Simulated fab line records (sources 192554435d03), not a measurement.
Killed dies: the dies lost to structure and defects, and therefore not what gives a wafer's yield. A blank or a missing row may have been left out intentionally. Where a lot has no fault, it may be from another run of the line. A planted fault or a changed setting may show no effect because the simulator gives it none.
fab line records	flow n5_finfet
record lots=24	wafers=72	last_day=19
route steps=1938 shown BEOL_M12@1637 BEOL_M13@1679
lots with no fault: from the same line, run without faults
start_h: hours from the record's opening day to when the first of the lot's shown wafers began	wait_h: hours elapsed since this lot's preceding step	" identical to the entry in the row above	L1.1+2: a single row standing in for several wafers	- either no value or no given start	* or withheld: withheld	< > ~ a bound
route shown NAME@n: NAME is a module with steps in the file, n the number in the route of the first one	usual: mean and standard deviation over wafers with no fault	same: alike in all rows	chamber/n: place in a boat	sites: per-site readings	_std_site: standard deviation of those values	_edge_site: mean of outer sites minus mean of inner sites	radius_mm: how far each site lies from the wafer's centre	mask NAME#n: copy n	behind: the most recent tool/chamber to have shaped the wafer	hold: why the lot was held/for how many hours/how that ended	device: the transistor (n, p or np) that didn't switch	end of line: the tests these same wafers got at the end of their route	a step without rows: its recipe alone	killed: at the first sort, the dies lost to defects and structure; wafer yield is something else	map: a wafer's dies, x killed, . not, _ none there
set.NAME: setting as actually run; set.NAME@STEP: the setting as run at that earlier step	model.NAME: the simulator's own value behind a step, which no gauge read
route steps across a sampled set of lots; one table per step, one row per wafer
services: from which hour (start_h, from the record's first day; less than 0 if before it) a tool's chamber was out of use, for how many hours, and why
## steps
# step N5_BEOL_M12_ETCH_68
# recipe chemistry=N2/H2	target=SOC	mask_material=SiARC	source_w=3000	bias_w=350	temp_c=40	time_s=285	ion_energy_ev=200	pressure_mtorr=30	n2_flow_sccm=200	h2_flow_sccm=200
# usual drypump_motor_current_A=5.7/0.41	oes_product_au=0.82/0.092	rf_vpp_V=524.9/2.9	showerhead_plenum_p_Torr=2.57/0.1	throttle_valve_pct=17.69/0.26
lot.wafer	tool	chamber	start_h	wait_h	drypump_motor_current_A	oes_product_au	rf_hours_counter_h	rf_vpp_V	showerhead_plenum_p_Torr	throttle_valve_pct
L074.1	rie_diel-03	2	235.29	0.1	5.2	0.98	3	523.1	2.48	17.52
L074.2	"	0	"	"	6.2	0.68	227	525.6	2.62	18.01
L074.3	"	1	"	"	6.1	0.95	13	521.4	2.50	17.23
L075.1	rie_diel-01	1	236.78	0.1	6.1	0.85	58	525.2	2.58	17.57
L075.2	"	0	"	"	5.2	0.77	121	528.1	2.66	17.71
L075.5	"	3	"	"	5.7	0.90	-	528.5	2.71	18.04
L076.1	rie_diel-05	0	241.71	0.1	6.1	0.95	3	529.1	2.71	17.32
L076.2	"	2	"	"	6.1	0.72	199	526.7	2.63	17.98
L076.5	"	2	"	"	6.1	0.71	-	527.5	2.63	17.99
L077.1	rie_diel-01	2	242.34	0.1	5.5	0.86	66	524.3	2.58	17.63
L077.2	"	3	"	"	5.7	0.89	33	527.8	2.71	18.05
L077.5	"	0	"	"	5.2	0.77	-	528.7	2.66	17.72
L079.2	rie_diel-01	1	254.46	0.1	6.1	0.85	64	526.4	2.58	17.59
L079.3	"	3	"	"	5.7	0.88	37	527.8	2.71	18.05
L079.6	"	3	"	"	5.7	0.88	-	527.8	2.71	18.05
L078.1	rie_diel-05	0	254.82	0.1	6.1	0.94	9	529.7	2.71	17.35
L078.3	"	2	"	"	6.2	0.70	205	526.6	2.62	18.00
L078.6	"	2	"	"	6.1	0.71	-	526.3	2.62	17.97
L080.1	rie_diel-05	2	263.97	0.1	6.1	0.72	209	526.3	2.62	18.01
L080.2	"	0	"	"	6.1	0.94	13	528.4	2.71	17.36
L080.6	"	0	"	"	6.1	0.93	-	528.8	2.71	17.34
L081.2	rie_diel-03	3	268.70	0.1	5.1	0.70	224	520.3	2.40	17.98
L081.5	"	2	"	"	5.2	0.93	-	523.1	2.48	17.54
L081.6	"	3	"	"	5.1	0.70	-	520.3	2.40	17.99
L082.1	rie_diel-03	3	271.60	0.1	5.1	0.69	225	519.3	2.40	18.00
L082.2	"	0	"	"	6.2	0.68	239	527.2	2.61	18.03
L082.5	"	0	"	"	6.2	0.68	-	526.4	2.61	18.03
L083.1	rie_diel-05	2	283.42	0.1	6.1	0.71	216	527.3	2.62	18.00
L083.4	"	3	"	"	6.1	0.69	245	519.2	2.39	17.77
L083.6	"	1	"	"	5.5	0.95	-	524.5	2.48	17.40
L085.2	rie_diel-03	3	287.43	0.1	5.1	0.68	231	520.1	2.39	18.00
L085.4	"	2	"	"	5.2	0.89	25	523.1	2.47	17.55
L085.5	"	2	"	"	5.2	0.90	-	522.6	2.47	17.55
L084.4	rie_diel-03	2	288.32	0.1	5.2	0.91	25	523.3	2.47	17.56
L084.5	"	1	"	"	6.1	0.92	-	523.2	2.49	17.26
L084.6	"	0	"	"	6.2	0.67	-	524.7	2.61	18.03
L086.1	rie_diel-01	1	310.42	0.1	6.1	0.82	81	525.0	2.57	17.61
L086.2	"	0	"	"	5.1	0.74	144	527.4	2.65	17.75
L086.6	"	0	"	"	5.1	0.74	-	524.6	2.65	17.75
L087.4	rie_diel-05	1	315.17	0.1	5.5	0.90	-	523.2	2.47	17.45
L087.5	"	2	"	"	6.1	0.70	-	525.4	2.61	18.04
L087.6	"	0	"	"	6.1	0.88	-	528.3	2.70	17.37
L089.1	rie_diel-05	0	320.23	0.1	6.1	0.88	36	528.2	2.70	17.39
L089.5	"	1	"	"	5.5	0.90	-	523.8	2.47	17.42
L089.6	"	0	"	"	6.1	0.88	-	528.7	2.70	17.40
L088.1	rie_diel-01	1	328.25	0.1	6.1	0.83	88	524.1	2.57	17.62
L088.3	"	0	"	"	5.1	0.75	150	528.3	2.64	17.78
L088.5	"	2	"	"	5.5	0.83	-	523.9	2.57	17.69
L091.2	rie_diel-03	2	335.65	0.1	5.2	0.88	37	523.0	2.47	17.57
L091.3	"	0	"	"	6.2	0.99	1	524.2	2.61	17.57
L091.4	"	3	"	"	5.1	0.66	249	519.4	2.39	18.03
L090.1	rie_diel-01	3	346.85	0.1	5.7	0.84	66	528.0	2.69	18.09
L090.2	"	2	"	"	5.5	0.81	100	525.6	2.57	17.69
L090.5	"	3	"	"	5.7	0.84	-	528.5	2.69	18.11
L092.1	rie_diel-03	3	364.58	0.1	5.1	0.96	5	527.9	2.70	17.56
L092.2	"	1	"	"	6.1	0.88	53	521.5	2.48	17.29
L092.6	"	0	"	"	6.2	0.94	-	525.0	2.60	17.57
L093.3	rie_diel-01	2	383.77	0.1	5.5	0.81	106	524.4	2.56	17.69
L093.5	"	2	"	"	5.5	0.80	-	524.2	2.57	17.69
L093.6	"	1	"	"	6.1	0.80	-	524.4	2.56	17.65
L094.1	rie_diel-05	3	392.87	0.1	6.1	0.93	21	528.4	2.70	17.44
L094.4	"	0	"	"	6.1	0.84	-	528.7	2.69	17.41
L094.5	"	1	"	"	5.5	0.86	-	522.3	2.46	17.46
L096.2	rie_diel-03	2	394.27	0.1	5.2	0.84	56	522.9	2.46	17.61
L096.5	"	3	"	"	5.2	0.93	-	527.5	2.70	17.56
L096.6	"	0	"	"	6.2	0.91	-	525.3	2.60	17.61
L097.1	rie_diel-01	1	417.11	0.1	6.1	0.79	115	523.4	2.56	17.67
L097.3	"	3	"	"	5.7	0.82	86	528.4	2.68	18.13
L097.6	"	3	"	"	5.7	0.81	-	528.1	2.68	18.14
L095.2	rie_diel-03	3	427.22	0.1	5.1	0.90	26	528.6	2.69	17.58
L095.3	"	1	"	"	6.1	0.85	76	521.1	2.47	17.34
L095.6	"	0	"	"	6.2	0.90	-	525.4	2.59	17.63
# step N5_BEOL_M13_CD_MEAS_17
# recipe target_cd_nm=190	polarity=opening
# usual cd_nm=190.1/1.5
lot.wafer	tool	chamber	start_h	wait_h	cd_nm
L074.1	cd_sem-01	-	240.15	0.0	190.0
L074.2	"	-	"	"	192.8
L074.3	"	-	"	"	188.0
L075.1	cd_sem-02	-	240.32	0.0	190.1
L075.2	"	-	"	"	189.9
L075.5	"	-	"	"	192.0
L076.1	cd_sem-03	-	245.67	0.0	188.5
L076.2	"	-	"	"	191.6
L076.5	"	-	"	"	190.9
L077.1	cd_sem-03	-	245.95	0.0	188.7
L077.2	"	-	"	"	186.8
L077.5	"	-	"	"	187.8
L079.2	cd_sem-03	-	258.86	0.0	188.4
L079.3	"	-	"	"	187.8
L079.6	"	-	"	"	187.9
L078.1	cd_sem-03	-	259.66	0.0	190.2
L078.3	"	-	"	"	190.2
L078.6	"	-	"	"	189.4
L080.1	cd_sem-03	-	268.00	0.0	189.4
L080.2	"	-	"	"	191.5
L080.6	"	-	"	"	187.5
L081.2	cd_sem-01	-	271.73	0.0	193.8
L081.5	"	-	"	"	193.2
L081.6	"	-	"	"	188.0
L082.1	cd_sem-02	-	274.69	0.0	190.4
L082.2	"	-	"	"	190.2
L082.5	"	-	"	"	191.2
L083.1	cd_sem-03	-	287.75	0.0	191.7
L083.4	"	-	"	"	190.8
L083.6	"	-	"	"	190.9
L085.2	cd_sem-02	-	291.17	0.0	189.8
L085.4	"	-	"	"	191.2
L085.5	"	-	"	"	190.8
L084.4	cd_sem-01	-	291.66	0.0	190.0
L084.5	"	-	"	"	189.0
L084.6	"	-	"	"	190.7
L086.1	cd_sem-02	-	316.52	0.0	192.2
L086.2	"	-	"	"	191.9
L086.6	"	-	"	"	194.5
L087.4	cd_sem-03	-	320.46	0.0	192.2
L087.5	"	-	"	"	191.3
L087.6	"	-	"	"	192.1
L089.1	cd_sem-01	-	326.71	0.0	191.8
L089.5	"	-	"	"	192.3
L089.6	"	-	"	"	193.2
L088.1	cd_sem-02	-	332.83	0.0	190.9
L088.3	"	-	"	"	191.7
L088.5	"	-	"	"	192.1
L091.2	cd_sem-02	-	339.01	0.0	190.5
L091.3	"	-	"	"	188.1
L091.4	"	-	"	"	189.7
L090.1	cd_sem-01	-	351.89	0.0	189.1
L090.2	"	-	"	"	189.8
L090.5	"	-	"	"	189.9
L092.1	cd_sem-01	-	369.31	0.0	189.1
L092.2	"	-	"	"	191.1
L092.6	"	-	"	"	189.8
L093.3	cd_sem-01	-	390.75	0.0	188.6
L093.5	"	-	"	"	188.1
L093.6	"	-	"	"	190.3
L094.1	cd_sem-01	-	398.44	0.0	189.2
L094.4	"	-	"	"	190.6
L094.5	"	-	"	"	187.8
L096.2	cd_sem-02	-	399.84	0.0	190.5
L096.5	"	-	"	"	189.7
L096.6	"	-	"	"	190.4
L097.1	cd_sem-02	-	429.37	0.0	191.2
L097.3	"	-	"	"	192.6
L097.6	"	-	"	"	190.6
L095.2	cd_sem-02	-	433.90	0.0	188.7
L095.3	"	-	"	"	189.1
L095.6	"	-	"	"	188.5
# step N5_BEOL_M13_CD_MEAS_28
# recipe target_cd_nm=209.5	landing_energy_ev=500	detector=se_inlens
# usual cd_nm=209.2/1
lot.wafer	tool	chamber	start_h	wait_h	cd_nm
L074.1	cd_sem-02	0	240.60	-	210.2
L074.2	"	0	"	"	208.4
L074.3	"	0	"	"	208.9
L075.1	cd_sem-02	0	240.77	-	210.4
L075.2	"	0	"	"	209.6
L075.5	"	0	"	"	210.3
L076.1	cd_sem-01	0	245.99	-	207.6
L076.2	"	0	"	"	207.2
L076.5	"	0	"	"	208.6
L077.1	cd_sem-01	0	246.40	-	209.6
L077.2	"	0	"	"	209.9
L077.5	"	0	"	"	211.7
L079.2	cd_sem-02	0	259.18	-	210.2
L079.3	"	0	"	"	209.3
L079.6	"	0	"	"	210.9
L078.1	cd_sem-01	0	260.11	-	209.4
L078.3	"	0	"	"	208.6
L078.6	"	0	"	"	209.1
L080.1	cd_sem-02	0	268.32	-	211.9
L080.2	"	0	"	"	209.6
L080.6	"	0	"	"	209.9
L081.2	cd_sem-01	0	272.06	-	210.6
L081.5	"	0	"	"	207.5
L081.6	"	0	"	"	207.2
L082.1	cd_sem-01	0	275.14	-	206.9
L082.2	"	0	"	"	208.6
L082.5	"	0	"	"	209.3
L083.1	cd_sem-02	0	288.08	-	211.3
L083.4	"	0	"	"	208.8
L083.6	"	0	"	"	209.2
L085.2	cd_sem-03	0	291.50	-	208.2
L085.4	"	0	"	"	209.7
L085.5	"	0	"	"	209.2
L084.4	cd_sem-02	0	292.11	-	208.9
L084.5	"	0	"	"	208.2
L084.6	"	0	"	"	209.7
L086.1	cd_sem-03	0	316.97	-	209.7
L086.2	"	0	"	"	209.3
L086.6	"	0	"	"	208.8
L087.4	cd_sem-03	0	320.79	-	209.6
L087.5	"	0	"	"	208.8
L087.6	"	0	"	"	209.4
L089.1	cd_sem-03	0	327.04	-	207.4
L089.5	"	0	"	"	207.9
L089.6	"	0	"	"	207.3
L088.1	cd_sem-03	0	333.16	-	208.3
L088.3	"	0	"	"	208.1
L088.5	"	0	"	"	207.7
L091.2	cd_sem-01	0	339.46	-	209.2
L091.3	"	0	"	"	208.6
L091.4	"	0	"	"	207.5
L090.1	cd_sem-03	0	352.22	-	208.8
L090.2	"	0	"	"	208.9
L090.5	"	0	"	"	209.4
L092.1	cd_sem-03	0	369.63	-	210.2
L092.2	"	0	"	"	209.1
L092.6	"	0	"	"	209.9
L093.3	cd_sem-02	0	391.20	-	208.3
L093.5	"	0	"	"	209.3
L093.6	"	0	"	"	208.8
L094.1	cd_sem-01	0	398.77	-	209.6
L094.4	"	0	"	"	209.8
L094.5	"	0	"	"	210.1
L096.2	cd_sem-02	0	400.30	-	207.4
L096.5	"	0	"	"	208.9
L096.6	"	0	"	"	210.0
L097.1	cd_sem-02	0	429.70	-	211.5
L097.3	"	0	"	"	209.5
L097.6	"	0	"	"	210.4
L095.2	cd_sem-01	0	434.22	-	208.6
L095.3	"	0	"	"	210.3
L095.6	"	0	"	"	210.0
# step N5_BEOL_M13_ETCH_67
# recipe chemistry=CF4	target=SiARC	target_depth_a=1430	time_s=238.3	ion_energy_ev=80	pressure_mtorr=40	source_w=545	bias_w=36	Ar_flow_sccm=100	cf4_flow_sccm=100	ends=cleared
# usual drypump_motor_current_A=5.5/0.49	etch_rf_on_time_s=238/4.9	oes_product_au=0.67/0.06	rf_vpp_V=184.1/1.1	showerhead_plenum_p_Torr=2.14/0.049	throttle_valve_pct=15.64/0.25
lot.wafer	tool	chamber	start_h	wait_h	drypump_motor_current_A	etch_rf_on_time_s	oes_product_au	rf_hours_counter_h	rf_vpp_V	showerhead_plenum_p_Torr	throttle_valve_pct
L074.1	rie_diel-02	1	240.72	0.0	5.7	238	0.66	159	184.4	2.14	15.61
L074.2	"	0	"	"	5.3	248	0.59	221	184.7	2.11	15.85
L074.3	"	2	"	"	6.3	234	0.78	26	186.5	2.20	15.54
L075.1	rie_diel-06	1	241.04	0.0	5.5	237	0.63	191	184.3	2.22	15.91
L075.2	"	3	"	"	6.3	233	0.78	21	184.8	2.10	15.34
L075.5	"	2	"	"	5.8	243	0.63	-	183.8	2.13	15.88
L076.1	rie_diel-02	3	246.13	0.0	4.9	243	0.62	188	185.9	2.21	15.49
L076.2	"	0	"	"	5.3	247	0.58	223	184.2	2.11	15.87
L076.5	"	3	"	"	5.0	244	0.63	-	185.3	2.21	15.49
L077.1	rie_diel-06	3	246.52	0.0	6.3	232	0.77	23	183.6	2.09	15.34
L077.2	"	2	"	"	5.8	244	0.63	181	184.4	2.13	15.91
L077.5	"	1	"	"	5.5	235	0.63	-	185.4	2.22	15.91
L079.2	rie_diel-04	3	259.54	0.0	5.3	240	0.68	77	183.6	2.16	15.53
L079.3	"	0	"	"	5.1	234	0.66	117	184.2	2.15	15.62
L079.6	"	3	"	"	5.3	239	0.69	-	184.4	2.16	15.54
L078.1	rie_diel-06	1	260.24	0.0	5.5	235	0.62	199	186.1	2.22	15.91
L078.3	"	2	"	"	5.8	243	0.62	187	184.4	2.12	15.90
L078.6	"	2	"	"	5.8	240	0.63	-	184.0	2.12	15.90
L080.1	rie_diel-04	1	268.45	0.0	6.1	239	0.63	194	184.1	2.22	15.63
L080.2	"	2	"	"	5.0	241	0.70	100	182.0	2.09	15.80
L080.6	"	3	"	"	5.3	242	0.69	-	183.2	2.16	15.54
L081.2	rie_diel-02	2	272.30	0.0	6.4	237	0.75	36	184.8	2.19	15.57
L081.5	"	1	"	"	5.7	238	0.65	-	183.8	2.14	15.62
L081.6	"	0	"	"	5.3	249	0.57	-	184.5	2.11	15.89
L082.1	rie_diel-04	0	275.63	0.0	5.1	235	0.66	122	184.3	2.15	15.62
L082.2	"	2	"	"	5.0	243	0.69	102	184.4	2.08	15.78
L082.5	"	3	"	"	5.3	240	0.67	-	184.5	2.16	15.53
L083.1	rie_diel-06	1	288.34	0.0	5.5	233	0.62	208	184.8	2.22	15.93
L083.4	"	0	"	"	4.9	236	0.79	8	182.8	2.11	15.04
L083.6	"	1	"	"	5.5	234	0.62	-	184.3	2.22	15.94
L085.2	rie_diel-06	2	291.62	0.0	5.8	241	0.62	196	182.4	2.12	15.91
L085.4	"	0	"	"	4.9	236	0.78	9	183.3	2.11	15.06
L085.5	"	1	"	"	5.5	233	0.63	-	187.2	2.22	15.95
L084.4	rie_diel-04	3	292.23	0.0	5.3	237	0.68	86	183.5	2.16	15.53
L084.5	"	2	"	"	4.9	236	0.70	-	182.5	2.08	15.79
L084.6	"	3	"	"	5.3	237	0.68	-	185.1	2.16	15.54
L086.1	rie_diel-04	1	317.09	0.0	6.1	238	0.62	208	185.8	2.21	15.66
L086.2	"	2	"	"	5.0	242	0.68	114	183.7	2.08	15.83
L086.6	"	1	"	"	6.1	242	0.62	-	185.0	2.21	15.66
L087.4	rie_diel-06	2	320.90	0.0	5.8	242	0.62	204	183.4	2.12	15.93
L087.5	"	0	"	"	4.9	237	0.77	-	185.1	2.11	15.08
L087.6	"	3	"	"	6.2	230	0.74	-	183.5	2.09	15.39
L089.1	rie_diel-06	3	327.16	0.0	6.3	230	0.73	47	182.6	2.09	15.40
L089.5	"	0	"	"	4.9	238	0.76	-	185.3	2.11	15.08
L089.6	"	3	"	"	6.3	229	0.74	-	183.7	2.09	15.40
L088.1	rie_diel-04	1	333.28	0.0	6.1	238	0.61	212	184.6	2.21	15.67
L088.3	"	0	"	"	5.1	232	0.65	136	186.1	2.14	15.66
L088.5	"	3	"	"	5.2	238	0.67	-	183.8	2.16	15.56
L091.2	rie_diel-06	3	339.67	0.0	6.2	231	0.72	51	182.7	2.08	15.41
L091.3	"	2	"	"	5.8	244	0.61	208	185.2	2.12	15.94
L091.4	"	1	"	"	5.5	234	0.62	-	185.8	2.21	15.97
L090.1	rie_diel-02	3	352.34	0.0	4.9	245	0.61	217	185.8	2.20	15.54
L090.2	"	1	"	"	5.7	239	0.63	190	182.4	2.13	15.66
L090.5	"	2	"	"	6.3	235	0.73	-	184.1	2.19	15.61
L092.1	rie_diel-04	2	369.84	0.0	5.0	236	0.68	128	182.6	2.08	15.84
L092.2	"	0	"	"	5.1	231	0.64	146	182.8	2.14	15.68
L092.6	"	1	"	"	6.1	235	0.62	-	184.0	2.21	15.68
L093.3	rie_diel-06	3	391.32	0.0	6.2	230	0.72	63	182.9	2.08	15.43
L093.5	"	1	"	"	5.6	233	0.60	-	184.7	2.21	15.98
L093.6	"	2	"	"	5.8	243	0.60	-	182.4	2.11	15.98
L094.1	rie_diel-06	2	398.89	0.0	5.8	243	0.60	222	183.0	2.11	15.98
L094.4	"	1	"	"	5.6	232	0.61	233	184.6	2.21	15.98
L094.5	"	3	"	"	6.3	230	0.72	-	183.1	2.08	15.45
L096.2	rie_diel-04	0	400.68	0.0	5.1	233	0.64	153	183.7	2.14	15.68
L096.5	"	2	"	"	5.0	238	0.67	-	182.7	2.07	15.87
L096.6	"	1	"	"	6.2	237	0.60	-	185.0	2.21	15.70
L097.1	rie_diel-06	1	430.02	0.0	5.5	234	0.60	242	185.3	2.21	15.99
L097.3	"	2	"	"	5.8	243	0.60	231	184.0	2.11	15.99
L097.6	"	1	"	"	5.5	236	0.60	-	185.0	2.21	16.00
L095.2	rie_diel-02	0	434.43	0.0	5.3	247	0.77	19	182.0	2.10	15.44
L095.3	"	2	"	"	6.3	243	0.70	79	185.5	2.18	15.67
L095.6	"	3	"	"	5.0	250	0.59	-	184.5	2.19	15.58
# step N5_BEOL_M13_STRIP_37
# recipe chemistry=N2/H2	power_w=1000	temp_c=250	h2_frac=0.65	overash_fraction=0.3	pressure_mtorr=withheld	n2_flow_sccm=1750	h2_flow_sccm=3250
# usual drypump_motor_current_A=5.8/0.44	heater_power_w=354/30	oes_product_au=0.785/0.0097
lot.wafer	tool	chamber	start_h	wait_h	drypump_motor_current_A	heater_power_w	oes_product_au	rf_hours_counter_h
L074.1	plasma_asher-02	0	241.30	0.0	6.4	384	0.779	121
L074.2	"	1	"	"	5.8	361	0.785	121
L074.3	"	0	"	"	6.4	391	0.787	-
L075.1	plasma_asher-01	0	241.62	0.0	5.5	367	0.788	68
L075.2	"	1	"	"	5.3	305	0.770	68
L075.5	"	1	"	"	5.3	303	0.784	-
L076.1	plasma_asher-01	0	246.72	0.0	5.5	361	0.780	69
L076.2	"	1	"	"	5.3	301	0.809	69
L076.5	"	1	"	"	5.3	298	0.791	-
L077.1	plasma_asher-01	1	247.10	0.0	5.3	301	0.779	69
L077.2	"	0	"	"	5.5	363	0.789	69
L077.5	"	0	"	"	5.5	361	0.776	-
L079.2	plasma_asher-02	0	260.12	0.0	6.5	381	0.790	125
L079.3	"	1	"	"	5.7	365	0.789	-
L079.6	"	0	"	"	6.4	377	0.797	-
L078.1	plasma_asher-02	0	260.82	0.0	6.5	385	0.784	125
L078.3	"	0	"	"	6.4	378	0.789	-
L078.6	"	0	"	"	6.5	382	0.784	-
L080.1	plasma_asher-02	0	269.03	0.0	6.5	379	0.793	127
L080.2	"	1	"	"	5.7	364	0.788	127
L080.6	"	1	"	"	5.7	370	0.775	-
L081.2	plasma_asher-01	0	272.88	0.0	5.5	367	0.803	75
L081.5	"	0	"	"	5.5	368	0.775	-
L081.6	"	1	"	"	5.3	296	0.792	-
L082.1	plasma_asher-01	0	276.21	0.0	5.5	370	0.791	76
L082.2	"	1	"	"	5.3	290	0.797	76
L082.5	"	1	"	"	5.3	305	0.785	-
L083.1	plasma_asher-02	0	288.92	0.0	6.5	386	0.802	130
L083.4	"	0	"	"	6.5	375	0.780	-
L083.6	"	1	"	"	5.7	372	0.789	-
L085.2	plasma_asher-02	1	292.20	0.0	5.7	367	0.791	131
L085.4	"	1	"	"	5.7	363	0.787	-
L085.5	"	1	"	"	5.7	370	0.774	-
L084.4	plasma_asher-01	1	292.83	0.1	5.3	318	0.780	-
L084.5	"	0	"	"	5.5	376	0.791	-
L084.6	"	1	"	"	5.3	298	0.773	-
L086.1	plasma_asher-01	0	317.67	0.0	5.6	353	0.775	84
L086.2	"	1	"	"	5.3	300	0.802	84
L086.6	"	1	"	"	5.3	299	0.790	-
L087.4	plasma_asher-01	0	321.51	0.1	5.6	366	0.789	-
L087.5	"	0	"	"	5.5	357	0.784	-
L087.6	"	1	"	"	5.3	304	0.787	-
L089.1	plasma_asher-01	0	327.74	0.0	5.5	365	0.779	86
L089.5	"	1	"	"	5.3	301	0.779	-
L089.6	"	0	"	"	5.5	373	0.789	-
L088.1	plasma_asher-01	1	333.87	0.0	5.3	307	0.786	87
L088.3	"	1	"	"	5.3	308	0.779	-
L088.5	"	1	"	"	5.3	300	0.781	-
L091.2	plasma_asher-02	0	340.25	0.0	6.5	388	0.771	140
L091.3	"	1	"	"	5.7	361	0.765	-
L091.4	"	0	"	"	6.5	381	0.785	-
L090.1	plasma_asher-02	1	352.92	0.0	5.7	359	0.784	141
L090.2	"	0	"	"	6.5	369	0.775	141
L090.5	"	0	"	"	6.4	379	0.785	-
L092.1	plasma_asher-02	1	370.42	0.0	5.7	360	0.783	145
L092.2	"	0	"	"	6.4	380	0.791	145
L092.6	"	1	"	"	5.7	366	0.777	-
L093.3	plasma_asher-02	1	391.92	0.1	5.7	364	0.793	-
L093.5	"	1	"	"	5.7	364	0.802	-
L093.6	"	0	"	"	6.5	382	0.796	-
L094.1	plasma_asher-01	0	399.47	0.0	5.5	359	0.781	100
L094.4	"	1	"	"	5.3	296	0.806	-
L094.5	"	0	"	"	5.5	378	0.771	-
L096.2	plasma_asher-02	1	401.26	0.0	5.7	357	0.799	151
L096.5	"	1	"	"	5.7	354	0.784	-
L096.6	"	0	"	"	6.5	381	0.800	-
L097.1	plasma_asher-02	0	430.60	0.0	6.4	372	0.800	155
L097.3	"	0	"	"	6.5	389	0.760	-
L097.6	"	0	"	"	6.5	381	0.773	-
L095.2	plasma_asher-02	0	435.01	0.0	6.5	376	0.788	157
L095.3	"	1	"	"	5.7	360	0.789	-
L095.6	"	1	"	"	5.7	364	0.778	-
# step N5_BEOL_M13_SPUTTER_43
# recipe material=TaN	target_thk_a=150	temp_c=50	bias_v=168.6	power_w=15000	chamber_pressure_pa=0.12	time_s=24.19
# usual chamber_pressure_pa=0.11999/0.00026	throttle_valve_pct=30.7/1.3
lot.wafer	tool	chamber	start_h	wait_h	chamber_pressure_pa	throttle_valve_pct
L074.1	pvd_sputter-01	-	242.81	0.0	0.12012	32.4
L074.2	"	-	"	"	0.11993	31.0
L074.3	"	-	"	"	0.1199	31.2
L075.1	pvd_sputter-03	-	242.88	0.0	0.11994	28.7
L075.2	"	-	"	"	0.11997	29.2
L075.5	"	-	"	"	0.11969	29.0
L076.1	pvd_sputter-01	-	249.33	0.0	0.12007	32.6
L076.2	"	-	"	"	0.12043	31.1
L076.5	"	-	"	"	0.11968	31.1
L077.1	pvd_sputter-02	-	250.34	0.0	0.12022	29.9
L077.2	"	-	"	"	0.12016	31.8
L077.5	"	-	"	"	0.12009	30.1
L079.2	pvd_sputter-01	-	260.99	0.0	0.12002	31.2
L079.3	"	-	"	"	0.11971	31.4
L079.6	"	-	"	"	0.11992	31.1
L078.1	pvd_sputter-01	-	261.61	0.0	0.1197	31.0
L078.3	"	-	"	"	0.12001	31.1
L078.6	"	-	"	"	0.12006	32.4
L080.1	pvd_sputter-03	-	269.73	0.0	0.1199	30.4
L080.2	"	-	"	"	0.11986	29.1
L080.6	"	-	"	"	0.12024	28.9
L081.2	pvd_sputter-03	-	274.04	0.0	0.1199	28.9
L081.5	"	-	"	"	0.12013	28.8
L081.6	"	-	"	"	0.12027	29.3
L082.1	pvd_sputter-03	-	279.86	0.0	0.12022	29.0
L082.2	"	-	"	"	0.11994	28.5
L082.5	"	-	"	"	0.12021	29.1
L083.1	pvd_sputter-01	-	291.33	0.0	0.12003	31.2
L083.4	"	-	"	"	0.12031	31.2
L083.6	"	-	"	"	0.12035	31.2
L085.2	pvd_sputter-01	-	294.46	0.0	0.12002	31.4
L085.4	"	-	"	"	0.12023	32.6
L085.5	"	-	"	"	0.11968	31.0
L084.4	pvd_sputter-01	-	294.91	0.0	0.11963	31.1
L084.5	"	-	"	"	0.12059	31.2
L084.6	"	-	"	"	0.12005	31.2
L086.1	pvd_sputter-03	-	319.40	0.0	0.12023	28.7
L086.2	"	-	"	"	0.1197	27.7
L086.6	"	-	"	"	0.11991	30.6
L087.4	pvd_sputter-01	-	324.56	0.0	0.11993	31.1
L087.5	"	-	"	"	0.12005	31.3
L087.6	"	-	"	"	0.11966	31.1
L089.1	pvd_sputter-01	-	330.76	0.0	0.11994	32.6
L089.5	"	-	"	"	0.12023	30.8
L089.6	"	-	"	"	0.11968	31.1
L088.1	pvd_sputter-01	-	336.00	0.0	0.11971	31.0
L088.3	"	-	"	"	0.1202	32.6
L088.5	"	-	"	"	0.12031	32.7
L091.2	pvd_sputter-02	-	340.80	0.0	0.12009	30.5
L091.3	"	-	"	"	0.11999	32.0
L091.4	"	-	"	"	0.12003	30.0
L090.1	pvd_sputter-02	-	360.43	0.0	0.11994	29.9
L090.2	"	-	"	"	0.12013	30.4
L090.5	"	-	"	"	0.11976	30.6
L092.1	pvd_sputter-01	-	373.63	0.0	0.11992	30.9
L092.2	"	-	"	"	0.12006	31.3
L092.6	"	-	"	"	0.11988	32.5
L093.3	pvd_sputter-01	-	392.88	0.0	0.12044	30.9
L093.5	"	-	"	"	0.11981	31.2
L093.6	"	-	"	"	0.11992	31.0
L094.1	pvd_sputter-01	-	400.90	0.0	0.11976	32.7
L094.4	"	-	"	"	0.11978	31.6
L094.5	"	-	"	"	0.12004	30.8
L096.2	pvd_sputter-03	-	406.68	0.0	0.12021	30.1
L096.5	"	-	"	"	0.12034	27.4
L096.6	"	-	"	"	0.12054	29.2
L097.1	pvd_sputter-01	-	432.27	0.0	0.11996	32.4
L097.3	"	-	"	"	0.11933	31.3
L097.6	"	-	"	"	0.12019	31.2
L095.2	pvd_sputter-02	-	436.60	0.0	0.11976	31.8
L095.3	"	-	"	"	0.12044	29.8
L095.6	"	-	"	"	0.12029	30.3
## services
tool	chamber	start_h	hours	kind
rie_diel-01	-	216.73	1.2	repair
rie_diel-06	3	235.37	2.3	repair
rie_diel-05	1	237.91	6.5	repair
rie_diel-03	0	258.93	7.9	repair
rie_diel-03	1	266.71	8.6	repair
rie_diel-03	1	289.50	8.2	repair
rie_diel-06	1	295.74	3.9	repair
rie_diel-06	1	303.97	8.4	repair
rie_diel-05	1	308.63	4.9	repair
rie_diel-03	2	309.62	9.7	repair
rie_diel-06	0	337.93	3.2	repair
rie_diel-04	3	342.35	3.4	repair
rie_diel-04	0	359.94	1.7	repair
plasma_asher-02	-	384.29	2.8	pm
rie_diel-04	3	395.94	23.0	repair
rie_diel-04	-	403.75	0.9	repair
rie_diel-04	0	409.11	3.8	repair
rie_diel-03	0	412.68	1.7	repair
rie_diel-04	-	413.19	2.8	pm
rie_diel-03	-	415.85	0.5	repair
rie_diel-03	0	418.15	8.2	repair
rie_diel-04	2	426.35	1.6	repair
plasma_asher-01	-	431.92	14.6	pm
rie_diel-06	-	432.98	2.1	repair
## key
fault none
